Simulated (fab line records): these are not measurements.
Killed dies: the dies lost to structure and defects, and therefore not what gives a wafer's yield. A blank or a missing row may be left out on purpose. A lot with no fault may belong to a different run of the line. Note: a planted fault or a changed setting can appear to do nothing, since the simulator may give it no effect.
A struck lot beside a sound one	flow n5-finfet	41 out of 1938 route steps
Sound: wafers L780.1, L780.2, L780.4. Struck: wafer L779.6 (left out: L779.5, a lot-mate that was not struck); the cause follows at the end.
For every step that has rows: the tool of each side, followed by ch and its chambers, followed by its first start. Under that, the readings that differ: sound wafers	struck wafers	difference of the means	sigmas: that difference in standard deviations of wafers without a fault.
alike: words and numbers the same on both sides, and readings whose means are apart by under 2 such deviations; not compared: readings that were withheld, readings missing a value for some wafer, numbers with overlapping values and no deviation given by the record, and bounds like >300 which may hide the same value.
A row with sigmas, a row that says differs or no value, or rows on one side alone: a step with any of these is where the two part. When numbers do not overlap yet have no deviation, they are printed without sigmas and do not part them. A reading missing from all wafers of one side parts the sides only when that side holds two or more wafers.

first, 12 steps without rows for these wafers: N5_BEOL_M0_SAQP_ETCH_88 (etches underlayer in N2/H2, target depth 6.5 nm, time 5.2 s); N5_BEOL_M0_SAQP_ETCH_73 (etches SiARC in CF4, target depth 19.5 nm, time 32.5 s); N5_BEOL_M0_SAQP_CUT_ETCH_46 (etches SOC in N2/H2, target depth 135 nm, overetch 27 nm, time 202.5 s); N5_BEOL_M0_SAQP_STRIP_74 (strips in N2/H2); N5_BEOL_M0_SAQP_STRIP_89 (strips in N2/H2); N5_BEOL_M0_SAQP_ALD_48 (deposits SiO2, target thk 20 nm, pulse time 1 s, co reactant pulse time 1 s); N5_BEOL_M0_SAQP_ETCH_49 (etches SiO2 in CF4/O2, target depth 37 nm); N5_BEOL_M0_SAQP_STRIP_75 (strips in CF4); N5_BEOL_M0_CUTY_COAT_50 (time 60 s, resist thk 15 nm); N5_BEOL_M0_CUTY_COAT_51 (resist thk 150 nm); N5_BEOL_M0_CUTY_EBR_52; N5_BEOL_M0_CUTY_SOFTBAKE_53 (time 60 s).
N5_BEOL_M0_CUTY_EXPOSE_54: exposes mask M0 ABLK.
  sound on arfi-scanner-03 ch 0, day 11 05:59; struck on arfi-scanner-01 ch 0, day 10 16:47
  alike: mask
then, 2 steps without rows for these wafers: N5_BEOL_M0_CUTY_PEB_55 (peb time 60 s); N5_BEOL_M0_CUTY_DEVELOP_56 (develop time 30 s).
N5_BEOL_M0_CUTY_CD_MEAS_57 targets a cd of 200 nm.
  sound on cd-sem-03 ch 0, day 11 06:07; struck on cd-sem-03 ch 0, day 10 16:53
reading	sound	struck	difference	sigmas
cd-nm (nm)	200.2 198.8 199.4	92.1	-107.4	-99 or more
then, 23 steps without rows for these wafers: N5_BEOL_M0_CUTY_DESCUM_61 (chemistry O2, time 7.9 s); N5_BEOL_M0_CUTY_ETCH_62 (etches SiARC in CF4, time 58.5 s); N5_BEOL_M0_CUTY_ETCH_63 (etches SOC in N2/H2, target depth 82.7 nm, overetch 16.5 nm, time 124 s); N5_BEOL_M0_CUTY_STRIP_64 (strips in N2/H2); N5_BEOL_M0_ETCH_138 (etches SiCN in CH3F/O2, target depth 12 nm, time 31.6 s); N5_BEOL_M0_HM_OPEN_105 (chemistry Cl2/BCl3, target TiN, target depth 12 nm); N5_BEOL_M0_STRIP_140 (strips in CF4); N5_BEOL_M0_STRIP_104 (strips in N2/H2); N5_BEOL_M0_WET_ETCH_106 (etches SiO2 in DHF, target depth 130 nm, rinse time 30 s); N5_BEOL_M0_ETCH_128 (etches SiCN in CF4/N2, target depth 12 nm, overetch 5.1 nm, time 21.4 s); N5_BEOL_M0_TRENCH_ETCH_107 (etches SiOC in C4F6/O2, target depth 32.8 nm, time 16.4 s); N5_BEOL_M0_STRIP_142 (strips in N2/H2, time 10 s); N5_BEOL_M0_HM_STRIP_129 (strips TiN in peroxide tin strip, target depth 17 nm, time 108 s); N5_BEOL_M0_SRD_130 (time 30 s); N5_BEOL_M0_ETCH_109 (etches SiCN in CH3F/O2, target depth 8 nm, overetch 2.4 nm, time 27.4 s); N5_BEOL_M0_STRIP_139 (strips in post etch residue remover, time 60 s); N5_BEOL_M0_SRD_111 (time 30 s); N5_BEOL_M0_DEGAS_112 (time 60 s); N5_BEOL_M0_PRE_CLEAN_113 (time 30 s); N5_BEOL_M0_ALD_136 (deposits TaN, pulse time 2 s, purge time 3 s, co reactant purge time 2 s); N5_BEOL_M0_SURFACE_TREAT_137; N5_BEOL_M0_CVD_115 (deposits Co from CCTBA/H2, time 120 s); N5_BEOL_M0_SPUTTER_116 (material Cu, target thk 4 nm, time 7.37 s).
N5_BEOL_M4_RC_MEAS_101:
  the record has rows for the sound wafers here (prober-02 ch 0, day 13 12:01) and none for the struck ones
-- here the record skips 7 days between the struck wafers' starts before and after, leaving off in module BEOL_M4 and picking up in module PASSIVATION (first step shown: number 1936 of the route) --
N5_PASSIVATION_PROBE_49:
  sound on prober-02 at day 17 22:26; struck on prober-02 at day 17 16:43
reading	sound	struck	difference	sigmas
defect-limited-yield (%)	89.6 91.9 90.6	0	-91	-57
killed_at_M0_to_M3	38 16 33	1103	+1074	+98
killed-at-contacts	10 1 12	21	+13	+2
killed-dies	123 95 111	1180	+1070	+56
killed-on-rim	25 10 15	152	+135	+32
sort_bin_5_function (%)	7.4 4.2 5.5	94.7	+89.0	+81
sort-n-pass	1057 1085 1069	0	-1070	-56
sort-yield-pct (%)	89.6 91.9 90.6	0	-91	-57
  alike: killed_at_M4_up, killed-at-front-end, killed-at-other, killed-open, killed-short, sort_bin_6_memory

WHERE THEY PART
Earliest at N5_BEOL_M0_CUTY_CD_MEAS_57; latest, in this record, at N5_PASSIVATION_PROBE_49.

WHY: the cause the simulator had injected
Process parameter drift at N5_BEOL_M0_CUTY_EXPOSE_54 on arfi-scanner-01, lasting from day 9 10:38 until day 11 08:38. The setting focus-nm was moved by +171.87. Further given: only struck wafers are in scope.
